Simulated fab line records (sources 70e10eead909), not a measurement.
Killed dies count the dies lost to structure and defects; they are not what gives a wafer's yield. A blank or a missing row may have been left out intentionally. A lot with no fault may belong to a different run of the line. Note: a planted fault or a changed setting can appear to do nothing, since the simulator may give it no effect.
Which tool did it?	flow nand-harc	11 lots with 33 wafers sampled at 4 steps, on a route of 1302 steps

WHAT THE GAUGES SHOWED, per wafer
NHARC_END_SORT_01.
lot	measured	on	killed-at-periphery
L632	day 27 06:35	prober-02	14 4 1
L633	day 26 22:04	prober-01	8 7 6
L634	day 28 09:17	prober-01	3 3 4
L635	day 28 21:35	prober-02	3 2 2
L636	day 29 07:17	prober-01	3 6 5
L645	day 33 04:23	prober-02	59 63 50
L647	day 33 13:04	prober-02	43 79 54

EACH LOT AND THE TOOL THAT RAN IT (in order: tool; ch and the chambers of the sampled wafers; start)
lot	NHARC_P_M1_STRIP_18	NHARC_THIN_TSV_DESCUM_35	NHARC_THIN_TSV_ETCH_59
L629	rie-diel-09 ch 1,2,3, day 8 05:40	rie-diel-07 ch 1,2,3, day 25 16:19	rie-metal-01 ch 0,1, day 25 16:31
L632	rie-diel-09 ch 0,1,2, day 9 09:38	rie-diel-05 ch 1,2,3, day 26 15:28	rie-metal-02 ch 0, day 26 15:35
L633	rie-diel-08 ch 0,1, day 9 11:53	rie-diel-09 ch 0,1, day 26 14:03	rie-metal-03 ch 0,1, day 26 14:11
L634	rie-diel-08 ch 0,1,3, day 10 08:32	rie-diel-05 ch 0,2, day 27 23:38	rie-metal-02 ch 0,1, day 27 23:46
L635	rie-diel-09 ch 0,1,2, day 10 12:00	rie-diel-07 ch 1,2,3, day 28 10:54	rie-metal-03 ch 0,1, day 28 11:04
L636	rie-diel-09 ch 0,2, day 11 00:51	rie-diel-05 ch 0,3, day 28 21:56	rie-metal-03 ch 0, day 28 22:04
L637	rie-diel-09 ch 0,1,2, day 11 04:32	rie-diel-09 ch 0,1,2, day 28 22:25	rie-metal-02 ch 0,1, day 28 22:34
L638	rie-diel-08 ch 0,1,3, day 12 02:13	rie-diel-09 ch 0,2, day 29 22:59	rie-metal-01 ch 0,1, day 29 23:09
L639	rie-diel-09 ch 1,3, day 12 14:04	rie-diel-09 ch 0,1,3, day 30 11:47	rie-metal-03 ch 0,1, day 30 11:53
L645	rie-diel-09 ch 1,2,3, day 15 06:04	rie-diel-09 ch 1,2,3, day 32 19:05	rie-metal-03 ch 0,1, day 32 19:14
L647	rie-diel-09 ch 0,2,3, day 15 07:52	rie-diel-09 ch 0,2,3, day 32 21:47	rie-metal-01 ch 0,1, day 32 21:55
- NHARC_P_M1_STRIP_18: strips in N2/H2.
- NHARC_THIN_TSV_DESCUM_35: chemistry O2, time 3 s.
- NHARC_THIN_TSV_ETCH_59: etches the open film in Cl2/BCl3, target depth 880 nm, time 138.1 s.

THE ANSWER, worked out from the rows above alone
Rule: the usual values come from the lots themselves. Put in order of their means at a reading, lots are off if they are a third of the lots or fewer, leave a main group of 4 or more, and stand apart from it by a gap of 3 or more times the standard deviation of the main group's means; of several such gaps the widest counts. Not used: any main group whose means are identical at the precision the tables above print for the reading. A lot without any number at a reading at which 4 lots or more have one is off too. The other lots that the step has rows for count as sound.
Off: L645, L647 (NHARC_END_SORT_01, killed-at-periphery). Mean 4.7 and standard deviation 1.8 in the main group. Neither off nor sound, because the step has no rows for them: L629, L637, L638, L639.
A tool fits if, at a process step before that reading, it ran every lot that is off, and no sound lot after the first of them. Gauges at NHARC_END_SORT_01: tried the same way as those tools. 2 tools fit, rie-diel-09 at NHARC_P_M1_STRIP_18 and NHARC_THIN_TSV_DESCUM_35 and prober-02 at NHARC_END_SORT_01, so this cannot tell which one it is.

WHAT WAS PUT IN BY THE SIMULATOR
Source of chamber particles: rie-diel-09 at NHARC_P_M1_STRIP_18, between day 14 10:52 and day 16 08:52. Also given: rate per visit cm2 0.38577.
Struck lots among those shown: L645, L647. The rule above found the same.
